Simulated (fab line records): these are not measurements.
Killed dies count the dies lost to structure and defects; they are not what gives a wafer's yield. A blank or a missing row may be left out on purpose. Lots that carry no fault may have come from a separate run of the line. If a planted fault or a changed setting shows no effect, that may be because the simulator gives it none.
Matching of chambers | flow n5Finfet | pecvd-02 running N5_BEOL_M9_PECVD_70: 3 sister chambers
The step deposits SiO2 from TEOS/O2, target thk 20 nm, time 22.7 s. 6 wafers are shown with their chamber, then 8 later ones without.

== WAFERS PAIRED WITH THEIR CHAMBERS ==
wafer  | chamber | throttleValvePct (%) | heaterPowerW (W)
L083.1 | 0       | 24.4                 | 637
L083.5 | 1       | 22.3                 | 754
L085.1 | 2       | 21.9                 | 698
L085.2 | 1       | 22.6                 | 750
L085.6 | 2       | 21.8                 | 685
L087.1 | 0       | 24.4                 | 593

== WAFERS WITHOUT THEIR CHAMBER ==
wafer  | throttleValvePct (%) | heaterPowerW (W)
L087.2 | 21.9                 | 658
L087.3 | 22.4                 | 707
L093.1 | 24.5                 | 649
L093.2 | 22.0                 | 592
L093.3 | 22.7                 | 753
L095.1 | 22.5                 | 778
L095.3 | 21.8                 | 699
L095.6 | 22.0                 | 698

== EACH ONE'S CHAMBER ==
wafer  | from the rows above     | in truth
L087.2 | 2                       | 2
L087.3 | can't be placed: 1 or 2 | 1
L093.1 | 0                       | 0
L093.2 | 2                       | 2
L093.3 | 1                       | 1
L095.1 | 1                       | 1
L095.3 | 2                       | 2
L095.6 | 2                       | 2
Correctly placed: 7 of 8. From these rows, 1 cannot be placed; in 1 the true chamber is one of the candidates. Wrongly placed: 0.
How it was worked out, from the rows above alone: a wafer's distance from a chamber is the root of the sum, over the readings, of the square of ((its reading less the chamber's mean) divided by the reading's scatter). The wafer belongs to the nearest chamber; if the next one is less than 2 further off, it can't be placed. Each chamber's mean is taken over the wafers shown for it. How the scatter is found: for the shown wafers, subtract from each reading the mean of its chamber, square and add these, divide the total by (wafers less chambers), then take the root.
